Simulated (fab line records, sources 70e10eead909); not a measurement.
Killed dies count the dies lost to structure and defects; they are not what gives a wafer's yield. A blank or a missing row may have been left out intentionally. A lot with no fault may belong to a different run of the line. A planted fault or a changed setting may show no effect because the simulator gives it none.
Which tool was responsible? ; flow nand harc ; Sampling: 24 lots, 72 wafers, 4 of 1302 route steps

== WHAT THE GAUGES SHOWED, per wafer ==
NHARC_A_SGD_CUT_CD_MEAS_09: target cd 100 nm. Usual: cd nm at 99.9 nm, with a standard deviation of 0.55.
lot;measured;on;cd nm (nm);flag
L074;day 19 00:55;cd sem-02;100.8 100.3 100.1;
L075;day 18 23:59;cd sem-03;100.1 100.4 99.5;
L076;day 20 09:22;cd sem-02;99.4 100.0 100.6;
L078;day 20 15:53;cd sem-03;100.0 100.0 99.3;
L077;day 20 16:14;cd sem-01;99.6 99.2 99.1;
L079;day 20 19:08;cd sem-03;100.0 99.4 100.0;
L081;day 22 01:23;cd sem-03;100.5 100.9 100.9;
L082;day 22 13:35;cd sem-03;99.3 98.7 99.6;
L080;day 22 13:17;cd sem-02;100.7 101.4 100.1;
L083;day 22 21:54;cd sem-03;99.2 100.2 100.3;
L085;day 23 20:33;cd sem-02;99.9 99.8 100.9;
L084;day 24 15:55;cd sem-01;100.4 99.5 99.7;
L086;day 24 15:31;cd sem-01;100.1 99.8 99.4;
L087;day 24 15:46;cd sem-02;100.1 99.1 98.3;
L088;day 25 13:35;cd sem-02;99.9 99.2 99.7;
L091;day 25 16:53;cd sem-01;100.4 101.1 100.6;
L089;day 26 03:14;cd sem-01;99.6 99.9 99.7;
L090;day 25 13:50;cd sem-02;100.1 99.6 99.7;
L092;day 26 18:31;cd sem-01;99.3 99.1 99.3;
L093;day 27 18:22;cd sem-02;100.1 99.9 101.3;
L095;day 27 15:35;cd sem-03;99.7 99.7 99.8;
L094;day 27 16:14;cd sem-03;99.7 99.8 100.1;
L096;day 28 10:04;cd sem-03;100.2 100.1 100.4;
L097;day 28 15:19;cd sem-03;99.4 100.7 99.8;

NHARC_A_SGD_CUT_INSPECT_11. Usual: raw defect count at 49, with a standard deviation of 27.
lot;measured;on;raw defect count;flag
L074;day 19 01:02;defect inspect-02;56 72 59;
L075;day 19 00:07;defect inspect-02;26 18 18;
L076;day 20 09:29;defect inspect-01;66 62 59;
L078;day 20 16:01;defect inspect-02;114 136 121;
L077;day 20 16:22;defect inspect-02;20 30 21;
L079;day 20 19:16;defect inspect-01;80 78 60;
L081;day 22 01:31;defect inspect-02;29 19 31;
L082;day 22 13:42;defect inspect-02;56 67 80;
L080;day 22 13:24;defect inspect-02;55 64 69;
L083;day 22 22:01;defect inspect-01;40 34 36;
L085;day 23 20:40;defect inspect-01;17 10 18;
L084;day 24 16:02;defect inspect-01;75 68 89;
L086;day 24 15:39;defect inspect-01;66 57 47;
L087;day 24 15:53;defect inspect-02;19 23 24;
L088;day 25 13:43;defect inspect-02;39 45 43;
L091;day 25 17:00;defect inspect-01;63 57 75;
L089;day 26 03:21;defect inspect-01;58 55 57;
L090;day 25 13:58;defect inspect-02;44 60 49;
L092;day 26 18:38;defect inspect-02;52 56 62;
L093;day 27 18:30;defect inspect-01;30 31 18;
L095;day 27 15:43;defect inspect-02;18 15 11;
L094;day 27 16:22;defect inspect-02;62 66 68;
L096;day 28 10:11;defect inspect-01;81 76 68;
L097;day 28 15:26;defect inspect-01;10 5 6;

== TOOL THAT RAN EACH LOT (tool first, then ch and the chambers of the sampled wafers, then the start) ==
lot;NHARC_A_STAIRCASE_ETCH_315;NHARC_A_STAIRCASE_CMP_152
L074;rie diel-11 ch 0,2, day 18 22:17 or earlier;cmp-04 ch 1,2,3, day 18 22:17
L075;rie diel-03 ch 2,3, day 18 21:28 or earlier;cmp-03 ch 0,2,3, day 18 21:28
L076;rie diel-03 ch 0,3, day 20 06:50 or earlier;cmp-02 ch 0,2, day 20 06:50
L078;rie diel-13 ch 0,1,3, day 20 13:27 or earlier;cmp-04 ch 1,2,3, day 20 13:27
L077;rie diel-13 ch 0,1,3, day 20 13:46 or earlier;cmp-03 ch 0,1,2, day 20 13:46
L079;rie diel-13 ch 0,1,3, day 20 16:40 or earlier;cmp-04 ch 1,2,3, day 20 16:40
L081;rie diel-11 ch 1,2, day 21 23:01 or earlier;cmp-04 ch 0,1,2, day 21 23:01
L082;rie diel-13 ch 0,2,3, day 22 11:02 or earlier;cmp-02 ch 0,1,2, day 22 11:02
L080;rie diel-13 ch 1,2, day 22 10:47 or earlier;cmp-03 ch 0,1,3, day 22 10:47
L083;rie diel-11 ch 0,1, day 22 19:25 or earlier;cmp-02 ch 1,2,3, day 22 19:25
L085;rie diel-13 ch 0,2, day 23 17:52 or earlier;cmp-03 ch 1,2,3, day 23 17:52
L084;rie diel-11 ch 0,2,3, day 24 13:24 or earlier;cmp-03 ch 0,2, day 24 13:24
L086;rie diel-13 ch 2,3, day 24 13:01 or earlier;cmp-02 ch 2,3, day 24 13:01
L087;rie diel-13 ch 0,1,3, day 24 13:10 or earlier;cmp-03 ch 0,3, day 24 13:10
L088;rie diel-03 ch 0,1,2, day 25 10:59 or earlier;cmp-04 ch 0,2,3, day 25 10:59
L091;rie diel-03 ch 1,2,3, day 25 13:58 or earlier;cmp-04 ch 2,3, day 25 13:58
L089;rie diel-11 ch 1,2,3, day 26 00:52 or earlier;cmp-03 ch 0,2,3, day 26 00:52
L090;rie diel-03 ch 0,1,2, day 25 11:16 or earlier;cmp-02 ch 0,1, day 25 11:16
L092;rie diel-11 ch 0,1,2, day 26 15:59 or earlier;cmp-03 ch 1,3, day 26 15:59
L093;rie diel-13 ch 1,2, day 27 15:47 or earlier;cmp-02 ch 0,1,2, day 27 15:47
L095;rie diel-13 ch 0,1,3, day 27 12:55 or earlier;cmp-03 ch 0,1,2, day 27 12:55
L094;rie diel-03 ch 0,2,3, day 27 13:38 or earlier;cmp-04 ch 1,2,3, day 27 13:38
L096;rie diel-13 ch 0,1,2, day 28 07:31 or earlier;cmp-03 ch 1,2,3, day 28 07:31
L097;rie diel-03 ch 1,3, day 28 12:40 or earlier;cmp-04 ch 0,1, day 28 12:40
- NHARC_A_STAIRCASE_ETCH_315: etches the open film in C4F8/O2/Ar, target depth 2500 nm, time 607.1 s.
- NHARC_A_STAIRCASE_CMP_152: polishes.

== AS READ BY THE TOOLS THEMSELVES (means over the sampled wafers that have a number; for cases with no such wafer, the mark the record gives instead) ==
NHARC_A_STAIRCASE_ETCH_315. Usual: oes product au 0.929 a.u., standard deviation 0.01; rf vpp V 1825 V, standard deviation 9.6.
lot;tool;oes product au (a.u.);rf vpp V (V);flag
L074;rie diel-11;0.928;1814;
L075;rie diel-03;0.925;1826;
L076;rie diel-03;0.931;1815;
L078;rie diel-13;0.932;1826;
L077;rie diel-13;0.930;1826;
L079;rie diel-13;0.938;1826;
L081;rie diel-11;0.930;1834;
L082;rie diel-13;0.930;1830;
L080;rie diel-13;0.936;1824;
L083;rie diel-11;0.919;1842;
L085;rie diel-13;0.949;1831;
L084;rie diel-11;0.921;1827;
L086;rie diel-13;0.943;1831;
L087;rie diel-13;0.925;1825;
L088;rie diel-03;0.929;1821;
L091;rie diel-03;0.927;1818;
L089;rie diel-11;0.927;1825;
L090;rie diel-03;0.930;1819;
L092;rie diel-11;0.919;1835;
L093;rie diel-13;0.927;1823;
L095;rie diel-13;0.927;1823;
L094;rie diel-03;0.928;1819;
L096;rie diel-13;0.929;1825;
L097;rie diel-03;0.936;1812;

NHARC_A_STAIRCASE_CMP_152. Usual: motor current A 12.6 A, standard deviation 1.4; slurry filter dp kPa 13.49 kPa, standard deviation 0.14.
lot;tool;motor current A (A);slurry filter dp kPa (kPa);flag
L074;cmp-04;11.7;13.46;
L075;cmp-03;13.4;13.52;
L076;cmp-02;14.7;13.54;
L078;cmp-04;11.3;13.57;
L077;cmp-03;13.0;13.43;
L079;cmp-04;11.4;13.43;
L081;cmp-04;12.6;13.52;
L082;cmp-02;13.6;13.62;
L080;cmp-03;13.0;13.51;
L083;cmp-02;12.6;13.48;
L085;cmp-03;12.4;13.42;
L084;cmp-03;13.3;13.51;
L086;cmp-02;11.9;13.50;
L087;cmp-03;13.1;13.55;
L088;cmp-04;11.9;13.56;
L091;cmp-04;12.3;13.58;
L089;cmp-03;13.0;13.59;
L090;cmp-02;12.8;13.65;
L092;cmp-03;12.0;13.41;
L093;cmp-02;13.7;13.34;
L095;cmp-03;13.1;13.52;
L094;cmp-04;11.4;13.56;
L096;cmp-03;12.6;13.41;
L097;cmp-04;12.1;13.46;

== THE ANSWER, worked out from the rows above alone ==
Rule: a lot counts as off when the mean over its wafers that have a number is more than 3 standard deviations away from the usual mean. Also off: a lot with no number at a reading for which 4 or more lots have one. The other lots that the step has rows for count as sound. First the gauges in route order, then the tools' own readings, where a lot's mean is used as printed above. At the first step where some lot is off, the reading lying furthest off is the one used; lots without a number count as furthest.
None of the lots is off at any reading shown; this tells nothing.

== WHAT HAD BEEN PUT IN BY THE SIMULATOR ==
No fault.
